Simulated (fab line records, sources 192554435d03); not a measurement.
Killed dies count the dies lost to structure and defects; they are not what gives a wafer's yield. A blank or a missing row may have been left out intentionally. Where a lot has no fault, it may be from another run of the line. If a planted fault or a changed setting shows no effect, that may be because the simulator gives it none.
Split-lot study    flow n5 finfet    39 wafers read across 7 lots, on a route 1938 steps long

== THE SPLIT ITSELF ==
At N5_BEOL_M9_ETCH_66 (etches SOC in N2/H2, target depth 80 nm, overetch 16 nm, time 120 s), the setting target depth a was moved away from the recipe's 800 angstrom on 12 of the 39 wafers read, by -55.9% to +48.6%. All remaining wafers had this setting at the recipe value.

Reading taken at the split's own step.

== THE READING ==
SiARC_of_BEOL_M9_COAT_64.thk nm (the simulator's own value, which no gauge read), in nm, at N5_BEOL_M9_ETCH_66 (etches SOC in N2/H2, target depth 80 nm, overetch 16 nm, time 120 s). The file gives no usual value for it. Across the 27 wafers here that went through the recipe, the average is 6.4 nm and the standard deviation 0.18 nm.

wafer   tool, chamber at the split  target depth a as run, angstrom  against the recipe  SiARC_of_BEOL_M9_COAT_64.thk nm, nm  against lot-mates on the recipe
L078.1  rie diel-04, 0,2            366                              -54.2%              8.8                                  +2.3
L078.3  rie diel-04, 0,2            366                              -54.2%              8.8                                  +2.3
L078.2  rie diel-04, 3,1            800                              recipe              6.6                                  -
L078.4  rie diel-04, 3,1            800                              recipe              6.6                                  -
L078.5  rie diel-04, 0              800                              recipe              6.4                                  -
L078.6  rie diel-04, 3              366                              -54.2%              9                                    +2.5
L083.1  rie diel-06, 3,1,2,2        800                              recipe              6.4                                  -
L083.2  rie diel-06, 3,1,2,2        800                              recipe              6.4                                  -
L083.4  rie diel-06, 3,1,2,2        800                              recipe              6.4                                  -
L083.6  rie diel-06, 3,1,2,2        800                              recipe              6.4                                  -
L083.3  rie diel-06, 0,1            800                              recipe              6.6                                  -
L083.5  rie diel-06, 0,1            800                              recipe              6.6                                  -
L086.1  rie diel-02, 3,0,3          800                              recipe              6.4                                  -
L086.3  rie diel-02, 3,0,3          800                              recipe              6.4                                  -
L086.4  rie diel-02, 3,0,3          800                              recipe              6.4                                  -
L086.2  rie diel-02, 1,1,0          353.1                            -55.9%              9                                    +2.6
L086.5  rie diel-02, 1,1,0          353.1                            -55.9%              9                                    +2.6
L086.6  rie diel-02, 1,1,0          353.1                            -55.9%              9                                    +2.6
L088.1  rie diel-02, 1,0,3,1        800                              recipe              6.4                                  -
L088.2  rie diel-02, 1,0,3,1        800                              recipe              6.4                                  -
L088.4  rie diel-02, 1,0,3,1        800                              recipe              6.4                                  -
L088.6  rie diel-02, 1,0,3,1        800                              recipe              6.4                                  -
L088.3  rie diel-02, 2              800                              recipe              6                                    -
L088.5  rie diel-02, 2              800                              recipe              6                                    -
L092.1  rie diel-04, 3,0            558.4                            -30.2%              7.8                                  +1.3
L092.5  rie diel-04, 3,0            558.4                            -30.2%              7.8                                  +1.3
L092.2  rie diel-04, 1              800                              recipe              6.6                                  -
L092.6  rie diel-04, 1              800                              recipe              6.6                                  -
L092.3  rie diel-04, 2              800                              recipe              6.2                                  -
L092.4  rie diel-04, 0              558.4                            -30.2%              7.6                                  +1.1
L094.2  rie diel-02, 1,3            800                              recipe              6.4                                  -
L094.6  rie diel-02, 1,3            800                              recipe              6.4                                  -
L094.3  rie diel-02, 2              800                              recipe              6                                    -
L096.1  rie diel-06, 1,0            1189                             +48.6%              4.2                                  -2.1
L096.3  rie diel-06, 1,0            1189                             +48.6%              4.2                                  -2.1
L096.2  rie diel-06, 2              800                              recipe              6.2                                  -
L096.6  rie diel-06, 2              800                              recipe              6.2                                  -
L096.4  rie diel-06, 1              800                              recipe              6.6                                  -
L096.5  rie diel-06, 0              1189                             +48.6%              4                                    -2.3
The file does not say which wafer passed through which chamber wherever a row lists several chambers: such a row stands for several wafers.

FIT RESULTS
A straight line over all 39 wafers: SiARC_of_BEOL_M9_COAT_64.thk nm changes by -0.0462 nm for each +1% of target depth a; r = -0.99; the points scatter about the line by 0.16 nm.
The same after taking each lot's own level away (the mean of its wafers on the recipe; 39 wafers): -0.0447 nm for each +1%; r = -0.99; scatter 0.14 nm.
On that fit, the largest move of target depth a shifts the reading by 2.5 nm.
Across the lots, their own levels run from 6.27 to 6.53 nm, a range of 1.5 times the standard deviation given above.
The two slopes agree, so the slope changes little with the lot-to-lot level.
Check: for one of the wafers moved furthest among these (-55.9%), held out of the fit, the line's prediction against its lot-mates is +2.48 nm. Against them it came out at +2.6 nm.

== ADDITIONAL SPLITS CARRIED BY THESE WAFERS ==
These wafers also went through other splits before the reading. Each is held against what the fit with the lots' levels taken away leaves over:
other split on the same wafers      wafers away from the commonest value  r with SiARC_of_BEOL_M9_COAT_64.thk nm (lot level and that fit taken away)
N5_BEOL_M4_SPUTTER_88 target thk a  15                                    +0.11
N5_BEOL_M5_DESCUM_16 time s         18                                    +0.21
N5_BEOL_M8_ALD_77 ald cycles        6                                     +0.17

== THE FILE'S OWN FIT ==
SiARC_of_BEOL_M9_COAT_64.thk nm changes by -0.0447 nm for each +1% of target depth a, r = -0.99.
